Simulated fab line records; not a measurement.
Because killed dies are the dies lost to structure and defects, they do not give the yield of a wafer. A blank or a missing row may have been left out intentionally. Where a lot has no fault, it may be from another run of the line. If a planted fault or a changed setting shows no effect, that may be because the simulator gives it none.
fab line records | flow nand_harc
[record] lots = 6 wafers = 18 last_day = 23
route steps=1159 shown P_M0@255 END@1159
lots that met no fault: from a run of the same line without faults
start_h: start of the lot's first displayed wafer, in hours after the record's first day | wait_h: hours from the lot's prior step to this one | " repeats the value in the row above | L1.1+2: a single row standing in for several wafers | - no value present, or no start provided | * or withheld: withheld | < > ~ a bound
route shown NAME@n: a module of which the file shows steps, and the number in the route of the first | usual: mean and standard deviation over wafers with no fault | same: alike in all rows | chamber/n: place in a boat | sites: each site's reading | _std_site: the standard deviation of these | _edge_site: outer sites' mean less inner sites' | radius_mm: how far each site lies from the wafer's centre | mask NAME#n: copy n | behind: the last tool/chamber to shape the wafer | hold: why the lot went on hold/how many hours it stayed there/how the hold came to an end | device: the n, p or np transistor that did not switch | end of line: the route-end tests of the same wafers | a step given without rows: its recipe and nothing more | killed: not the wafer's yield, but the dies lost to structure and defects at the first sort | map: dies across one wafer; x = killed, . = not, _ = none there
set.NAME: the setting that was run; set.NAME@STEP: the one run at that earlier step | model.NAME: the simulator's own value behind a step, which no gauge read
certain route steps with their lots: each step a table, each wafer a row
services: when a tool's chamber went out of use (start_h, in hours from the record's first day, below 0 if earlier), for how many hours, and the reason
[[steps]]
[step NHARC_P_M0_HMDS_02]
[recipe] time_s = 30
[step NHARC_P_M0_COAT_33]
[recipe] temp_c = 200 time_s = 65
[step NHARC_P_M0_COAT_03]
[recipe] spin_rpm = 1500 resist_thk_nm = 90
[step NHARC_P_M0_SOFTBAKE_04]
[recipe] temp_c = 105 time_s = 55
[step NHARC_P_M0_EBR_05]
[step NHARC_P_M0_EXPOSE_06]
[recipe] na = 1.35 target_cd_nm = 90 dose_mj = 81.28 mask_id = P_M0
[step NHARC_P_M0_PEB_07]
[recipe] peb_temp_c = 100 peb_time_s = 65
[step NHARC_P_M0_DEVELOP_08]
[recipe] develop_time_s = 35 dev_temp_c = 23
[step NHARC_P_M0_CD_MEAS_09]
[recipe] target_cd_nm = 90 landing_energy_ev = 500
[usual] cd_nm = 89.8/0.72
// columns lot.wafer tool chamber start_h wait_h cd_nm
L667.1 cd_sem-03 0 138.07 - 89.9
L667.4 " 0 " " 90.4
L667.6 " 0 " " 89.4
L669.1 cd_sem-01 0 139.81 - 89.8
L669.4 " 0 " " 88.9
L669.5 " 0 " " 89.9
L670.3 cd_sem-02 0 153.02 - 90.0
L670.4 " 0 " " 90.8
L670.5 " 0 " " 90.5
L671.1 cd_sem-02 0 156.65 - 88.4
L671.4 " 0 " " 88.5
L671.6 " 0 " " 88.9
L672.1 cd_sem-01 0 159.60 - 90.1
L672.2 " 0 " " 90.1
L672.5 " 0 " " 90.2
L681.1 cd_sem-02 0 220.27 - 89.3
L681.5 " 0 " " 89.2
L681.6 " 0 " " 89.2
[step NHARC_P_M0_OVL_MEAS_10]
[recipe] pitch_nm = 180
[usual] overlay_x_nm = 0.1/0.86 overlay_y_nm = -0.2/0.78
// columns lot.wafer tool chamber start_h wait_h overlay_x_nm overlay_y_nm
L667.1 overlay-02 - 138.16 - 0.1 0.9
L667.4 " - " " 0.0 0.6
L667.6 " - " " 0.5 0.4
L669.1 overlay-02 - 139.89 - -0.6 -0.5
L669.4 " - " " 0.4 -0.6
L669.5 " - " " -0.1 -0.1
L670.3 overlay-02 - 153.10 - 1.1 0.4
L670.4 " - " " 1.3 0.2
L670.5 " - " " 1.2 0.4
L671.1 overlay-01 - 156.74 - -0.6 -0.6
L671.4 " - " " -0.8 -0.7
L671.6 " - " " -0.1 -1.0
L672.1 overlay-01 - 159.71 - -0.6 0.3
L672.2 " - " " -0.7 0.3
L672.5 " - " " -0.6 0.8
L681.1 overlay-01 - 220.36 - -0.1 0.2
L681.5 " - " " 0.2 0.7
L681.6 " - " " -0.2 0.8
[step NHARC_P_M0_INSPECT_11]
[usual] raw_defect_count = 3.5/2.1
// columns lot.wafer tool chamber start_h wait_h raw_defect_count
L667.1 defect_inspect-02 - 138.19 0.0 4
L667.4 " - " " 4
L667.6 " - " " 2
L669.1 defect_inspect-02 - 139.93 0.0 5
L669.4 " - " " 3
L669.5 " - " " 2
L670.3 defect_inspect-01 - 153.14 0.0 9
L670.4 " - " " 8
L670.5 " - " " 3
L671.1 defect_inspect-02 - 156.78 0.0 1
L671.4 " - " " 3
L671.6 " - " " 2
L672.1 defect_inspect-01 - 159.75 0.0 2
L672.2 " - " " 3
L672.5 " - " " 2
L681.1 defect_inspect-01 - 220.39 0.0 5
L681.5 " - " " 5
L681.6 " - " " 3
[step NHARC_P_M0_DESCUM_14]
[recipe] time_s = 3 o2_flow_sccm = 200 ar_flow_sccm = 0 bias_power_w = 0 chemistry = O2
[usual] drypump_motor_current_A = 5.5/0.39 mfc_ar_sccm = 0.002/0.0051 oes_product_au = 0.997/0.013 rf_vpp_V = 57.9/0.94 showerhead_plenum_p_Torr = 1.96/0.07 throttle_valve_pct = 11.312/0.0091
// columns lot.wafer tool chamber start_h wait_h drypump_motor_current_A mfc_ar_sccm oes_product_au rf_hours_counter_h rf_vpp_V showerhead_plenum_p_Torr throttle_valve_pct
L667.4 rie_diel-03 0 138.25 0.1 5.5 0 1.013 6 58.5 2.00 11.314
L667.1 " 2 " " 5.8 0.019 0.990 7 58.3 1.95 11.327
L667.6 " 1 " " 5.6 0 1.018 - 57.2 2.05 11.311
L669.4 rie_diel-03 0 139.99 0.1 5.5 0 1.009 6 57.2 2.00 11.298
L669.1 " 1 " " 5.5 0 1.020 7 58.4 2.05 11.312
L669.5 " 1 " " 5.6 0 1.026 - 58.8 2.05 11.322
L670.3 rie_diel-08 1 153.22 0.1 5.4 0 0.990 1 58.5 1.98 11.319
L670.4 " 2 " " 4.8 0 0.994 - 58.6 1.99 11.322
L670.5 " 0 " " 5.9 0 0.998 - 57.2 1.94 11.313
L671.4 rie_diel-03 2 156.84 0.1 5.9 0.019 0.986 8 58.0 1.95 11.309
L671.1 " 1 " " 5.6 0 1.022 8 58.2 2.05 11.330
L671.6 " 2 " " 5.9 0.019 0.991 - 59.8 1.95 11.306
L672.2 rie_diel-01 2 159.82 0.1 5.2 0 1.006 1 57.5 2.06 11.298
L672.1 " 3 " " 5.8 0.004 1.008 1 56.2 2.00 11.315
L672.5 " 2 " " 5.2 0 1.016 - 59.4 2.06 11.323
L681.1 rie_diel-08 3 220.47 0.1 5.1 0.001 1.006 5 56.7 1.80 11.307
L681.6 " 1 " " 5.4 0 0.996 - 58.7 1.98 11.313
L681.5 " 2 " " 4.8 0 0.994 - 57.6 1.99 11.292
[step NHARC_P_M0_ETCH_34]
[recipe] target_depth_a = 400 overetch_a = 120 time_s = 43.94 ion_energy_ev = 200 n2_flow_sccm = 150 h2_flow_sccm = 150 ar_flow_sccm = 0 rf_w = 400 bias_w = 150 chemistry = N2/H2
[usual] bias_w = 150.0/0.53 chamber_pressure_mTorr = 29.997/0.027 drypump_motor_current_A = 5.5/0.4 mfc_ar_sccm = 0.002/0.0051 oes_product_au = 0.997/0.012 rf_vpp_V = 431.9/2.3 showerhead_plenum_p_Torr = 2.09/0.082 throttle_valve_pct = 14.171/0.0078
// columns lot.wafer tool chamber start_h wait_h bias_w chamber_pressure_mTorr drypump_motor_current_A mfc_ar_sccm oes_product_au rf_hours_counter_h rf_vpp_V showerhead_plenum_p_Torr throttle_valve_pct
L667.1 rie_diel-03 0 138.35 0.1 149.9 30.048 5.4 0 1.006 6 433.8 2.13 14.171
L667.4 " 2 " " 148.9 29.975 5.9 0.019 0.984 7 431.1 2.08 14.190
L667.6 " 3 " " 149.9 30.004 5.8 0 0.988 - 431.8 2.11 14.172
L669.1 rie_diel-03 3 140.08 0.1 149.3 29.990 5.8 0 0.992 6 433.2 2.11 14.159
L669.4 " 0 " " 149.2 30.032 5.5 0 1.000 6 433.2 2.13 14.183
L669.5 " 3 " " 149.4 29.979 5.8 0 0.990 - 431.8 2.11 14.167
L670.3 rie_diel-08 0 153.31 0.1 - - - - - - - - -
L670.4 " 0 " " - - - - - - - - -
L670.5 " 1 " " - - - - - - - - -
L671.4 rie_diel-03 2 156.92 0.1 - - - - - - - - -
L671.1 " 0 " " - - - - - - - - -
L671.6 " 2 " " - - - - - - - - -
L672.2 rie_diel-01 0 159.89 0.1 150.1 29.944 6.0 0.003 0.997 1 428.0 1.92 14.168
L672.1 " 3 " " 150.3 29.995 5.9 0.004 1.010 1 433.4 2.13 14.167
L672.5 " 0 " " 150.1 29.992 6.0 0.003 1.014 - 427.0 1.92 14.172
L681.1 rie_diel-08 2 220.55 0.1 151.1 30.030 4.8 0 0.981 6 432.0 2.13 14.165
L681.6 " 0 " " 150.4 29.981 5.9 0 0.993 - 432.0 2.06 14.165
L681.5 " 1 " " 150.2 29.956 5.4 0 0.981 - 432.4 2.11 14.155
[step NHARC_P_M0_ETCH_15]
[recipe] target_depth_a = 1500 overetch_a = 150 time_s = 82.5 c4f8_flow_sccm = withheld ar_flow_sccm = 400 rf_w = 600 bias_w = 300 chemistry = C4F8/Ar
[usual] bias_w = 299.9/0.94 chamber_pressure_mTorr = 25.001/0.021 oes_product_au = 0.950/0.023 rf_vpp_V = 442.1/2.4
// columns lot.wafer tool chamber start_h wait_h bias_w chamber_pressure_mTorr oes_product_au rf_hours_counter_h rf_vpp_V
L667.1 rie_diel-03 0 - - 299.9 24.995 0.963 6 442.9
L667.4 " 1 " " 299.7 25.031 0.975 7 444.6
L667.6 " 0 " " 299.4 24.988 0.956 - 443.1
L669.1 rie_diel-03 0 - - 299.6 24.994 0.917 6 443.8
L669.4 " 1 " " 299.0 25.014 0.934 7 443.8
L669.5 " 3 " " 301.3 25.015 0.902 - 442.9
L670.3 rie_diel-08 1 153.40 0.1 300.9 25.011 0.942 1 443.4
L670.5 " 1 " " 300.6 24.985 0.947 - 442.4
L670.4 " 0 " " 300.7 24.998 0.947 - 441.1
L671.4 rie_diel-03 3 157.02 0.1 300.4 25.007 0.934 7 442.9
L671.1 " 1 " " 299.0 25.021 0.936 8 446.0
L671.6 " 2 " " 298.9 24.971 0.912 - 442.3
L672.1 rie_diel-01 2 - - 299.2 25.041 0.979 1 446.1
L672.2 " 3 " " 299.2 25.022 0.996 1 441.7
L672.5 " 3 " " 298.1 25.022 0.985 - 444.2
L681.1 rie_diel-08 1 - - 300.6 25.030 0.949 5 441.2
L681.5 " 1 " " 300.1 24.996 0.957 - 443.0
L681.6 " 2 " " 300.6 24.988 0.954 - 443.9
[step NHARC_END_SORT_01]
[recipe] temp_c = 25
[usual] defect_limited_yield = 96.0/1.3 killed_at_array = 24/8.4 killed_at_other = 0.7/1.1 killed_at_periphery = 2.9/1.7 killed_dies = 27/8.6 killed_open = 3.3/1.8 killed_short = 1.8/1.4 sort_bin_2_pct = 1.3/0.56 sort_bin_3_pct = 0.19/0.18 sort_bin_4_pct = 2.6/0.84 sort_n_pass = 650/8.6 sort_rim_yield_pct = 96.1/2.3 sort_yield_pct = 96.0/1.3
[same] gross_dies = 677 sort_bin_5_pct[%] = 0 sort_bin_6_pct[%] = 0 sort_bin_7_pct[%] = 0 sort_bin_8_pct[%] = 0 sort_rim_n_gross = 106.00
// columns lot.wafer tool chamber start_h wait_h defect_limited_yield[%] killed_at_array killed_at_other killed_at_periphery killed_dies killed_open killed_short sort_bin_2_pct[%] sort_bin_3_pct[%] sort_bin_4_pct[%] sort_n_pass sort_rim_yield_pct[%] sort_yield_pct[%]
L670.3 prober-02 0 475.21 3.1 0 26 0 651 677 2 4 96.2 0.30 3.5 0 0 0
L670.4 prober-02 0 476.01 3.4 0 25 1 651 677 0 2 97.0 0.15 2.8 0 0 0
L670.5 prober-02 0 476.81 3.7 0 38 0 639 677 3 1 96.8 0 3.2 0 0 0
L671.1 prober-02 0 481.78 2.5 0 50 0 627 677 6 5 94.7 0.30 5.0 0 0 0
L671.4 prober-02 0 484.19 3.4 0 31 0 646 677 1 2 97.2 0.15 2.7 0 0 0
L671.6 prober-02 0 485.80 4.0 0 37 1 639 677 4 1 96.2 0.15 3.7 0 0 0
// killed by level:class
L670.3 P_M0:area_etch=646 A_CHANNEL_HOLE_D1:chamber_film_flake=16 A_CONTACT:chamber_film_flake=4 P_ZERO_WELL:chamber_film_flake=3 A_CHANNEL_FILL_D1:geometric_particle:short=2 A_CHANNEL_FILL_D1:geometric_particle:open=1 A_WL_FILL:geometric_particle:open=1 A_CONTACT:geometric_particle:short=1
L670.4 P_M0:area_etch=646 A_CHANNEL_HOLE_D1:chamber_film_flake=19 P_ZERO_WELL:chamber_film_flake=4 A_STAIRCASE:chamber_film_flake=2 A_CONTACT:chamber_film_flake=2 P_GATE:geometric_particle:short=1 A_ONON_D1:geometric_particle:short=1 A_SLIT:chamber_film_flake=1
L670.5 P_M0:area_etch=638 A_CHANNEL_HOLE_D1:chamber_film_flake=28 A_ZERO_WELL:chamber_film_flake=2 A_STAIRCASE:chamber_film_flake=2 A_CHANNEL_FILL_D1:geometric_particle:short=1 A_CHANNEL_FILL_D1:geometric_particle:open=1 A_CONTACT:geometric_particle:open=1 A_BLC:geometric_particle:open=1
L671.1 P_M0:area_etch=624 A_CHANNEL_HOLE_D1:chamber_film_flake=22 A_CONTACT:chamber_film_flake=8 A_CONTACT:geometric_particle:open=4 A_SLIT:chamber_film_flake=4 P_M1:chamber_film_flake=3 A_STAIRCASE:chamber_film_flake=3 A_CONTACT:geometric_particle:short=2
L671.4 P_M0:area_etch=645 A_CHANNEL_HOLE_D1:chamber_film_flake=15 A_CONTACT:chamber_film_flake=6 A_SLIT:chamber_film_flake=4 A_STAIRCASE:chamber_film_flake=2 A_ONON_D1:geometric_particle:short=1 A_WL_FILL:geometric_particle:short=1 A_M0:geometric_particle:open=1
L671.6 P_M0:area_etch=636 A_CHANNEL_HOLE_D1:chamber_film_flake=19 A_SLIT:chamber_film_flake=9 A_CONTACT:chamber_film_flake=3 A_STAIRCASE:chamber_film_flake=2 P_CONTACT:geometric_particle:short=1 P_M0:geometric_particle:open=1 A_CHANNEL_HOLE_D1:geometric_particle:open=1
// map L670.3 (x killed, . not)
____________x____________
_________xxxxxxx_________
_______xxxxxxxxxxx_______
______xxxxxxxxxxxxx______
_____xxxxxxxxxxxxxxx_____
____xxxxxxxxxxxxxxxxx____
____xxxxxxxxxxxxxxxxx____
___xxxxxxxxxxxxxxxxxxx___
___xxxxxxxxxxxxxxxxxxx___
__xxxxxxxxxxxxxxxxxxxxx__
__xxxxxxxxxxxxxxxxxxxxx__
_xxxxxxxxxxxxxxxxxxxxxxx_
_xxxxxxxxxxxxxxxxxxxxxxx_
_xxxxxxxxxxxxxxxxxxxxxxx_
_xxxxxxxxxxxxxxxxxxxxxxx_
_xxxxxxxxxxxxxxxxxxxxxxx_
xxxxxxxxxxxxxxxxxxxxxxxxx
xxxxxxxxxxxxxxxxxxxxxxxxx
xxxxxxxxxxxxxxxxxxxxxxxxx
xxxxxxxxxxxxxxxxxxxxxxxxx
xxxxxxxxxxxxxxxxxxxxxxxxx
_xxxxxxxxxxxxxxxxxxxxxxx_
_xxxxxxxxxxxxxxxxxxxxxxx_
_xxxxxxxxxxxxxxxxxxxxxxx_
_xxxxxxxxxxxxxxxxxxxxxxx_
_xxxxxxxxxxxxxxxxxxxxxxx_
__xxxxxxxxxxxxxxxxxxxxx__
__xxxxxxxxxxxxxxxxxxxxx__
___xxxxxxxxxxxxxxxxxxx___
___xxxxxxxxxxxxxxxxxxx___
____xxxxxxxxxxxxxxxxx____
____xxxxxxxxxxxxxxxxx____
_____xxxxxxxxxxxxxxx_____
______xxxxxxxxxxxxx______
_______xxxxxxxxxxx_______
_________xxxxxxx_________
____________x____________
// map L671.1 (x killed, . not)
____________x____________
_________xxxxxxx_________
_______xxxxxxxxxxx_______
______xxxxxxxxxxxxx______
_____xxxxxxxxxxxxxxx_____
____xxxxxxxxxxxxxxxxx____
____xxxxxxxxxxxxxxxxx____
___xxxxxxxxxxxxxxxxxxx___
___xxxxxxxxxxxxxxxxxxx___
__xxxxxxxxxxxxxxxxxxxxx__
__xxxxxxxxxxxxxxxxxxxxx__
_xxxxxxxxxxxxxxxxxxxxxxx_
_xxxxxxxxxxxxxxxxxxxxxxx_
_xxxxxxxxxxxxxxxxxxxxxxx_
_xxxxxxxxxxxxxxxxxxxxxxx_
_xxxxxxxxxxxxxxxxxxxxxxx_
xxxxxxxxxxxxxxxxxxxxxxxxx
xxxxxxxxxxxxxxxxxxxxxxxxx
xxxxxxxxxxxxxxxxxxxxxxxxx
xxxxxxxxxxxxxxxxxxxxxxxxx
xxxxxxxxxxxxxxxxxxxxxxxxx
_xxxxxxxxxxxxxxxxxxxxxxx_
_xxxxxxxxxxxxxxxxxxxxxxx_
_xxxxxxxxxxxxxxxxxxxxxxx_
_xxxxxxxxxxxxxxxxxxxxxxx_
_xxxxxxxxxxxxxxxxxxxxxxx_
__xxxxxxxxxxxxxxxxxxxxx__
__xxxxxxxxxxxxxxxxxxxxx__
___xxxxxxxxxxxxxxxxxxx___
___xxxxxxxxxxxxxxxxxxx___
____xxxxxxxxxxxxxxxxx____
____xxxxxxxxxxxxxxxxx____
_____xxxxxxxxxxxxxxx_____
______xxxxxxxxxxxxx______
_______xxxxxxxxxxx_______
_________xxxxxxx_________
____________x____________
[[services]]
// columns tool chamber start_h hours kind
rie_diel-03 0 120.81 - clean
rie_diel-03 1 120.81 - clean
rie_diel-03 2 120.81 - clean
rie_diel-03 3 120.81 - clean
rie_diel-08 - 124.80 9.0 pm
rie_diel-03 0 132.94 2.5 repair
rie_diel-01 - 137.80 9.0 pm
rie_diel-03 0 145.31 - clean
rie_diel-03 1 145.31 - clean
rie_diel-03 2 145.31 - clean
rie_diel-03 3 145.31 - clean
rie_diel-03 0 169.81 - clean
rie_diel-03 1 169.81 - clean
rie_diel-03 2 169.81 - clean
rie_diel-03 3 169.81 - clean
rie_diel-03 0 194.31 - clean
rie_diel-03 1 194.31 - clean
rie_diel-03 2 194.31 - clean
rie_diel-03 3 194.31 - clean
rie_diel-01 1 209.32 3.8 repair
rie_diel-03 - 215.30 9.0 pm
rie_diel-03 0 215.30 9.0 vent_cycle
rie_diel-03 1 215.30 9.0 vent_cycle
rie_diel-03 2 215.30 9.0 vent_cycle
[[key]]
[first_sign] step = NHARC_P_M0_ETCH_34 reading = tool_record direction = missing
[effect] step = NHARC_END_SORT_01 reading = killed_at_periphery direction = up sigmas = 99+ usual = 2.9 struck = 642.2
[more_kills_born_at] NHARC_P_M0_ETCH_34@rie_diel-08 = 1930 NHARC_P_M0_ETCH_34@rie_diel-03 = 1905
met_at NHARC_P_M0_ETCH_34
struck_wafers L670.3,L670.4,L670.5,L671.1,L671.4,L671.6
later_rows_left_out L670.3,L670.4,L670.5,L671.1,L671.4,L671.6
onset_between 140.08 153.31
[fault] kind = skipped_step_whole tool = rie_diel-03,rie_diel-08 chamber = - onset_h = 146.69 steps = NHARC_P_M0_ETCH_34 scope = struck_lots_only
// later_rows_left_out: the simulator's readings of these wafers behind a module that went badly wrong aren't trusted and aren't shown, but for the sort
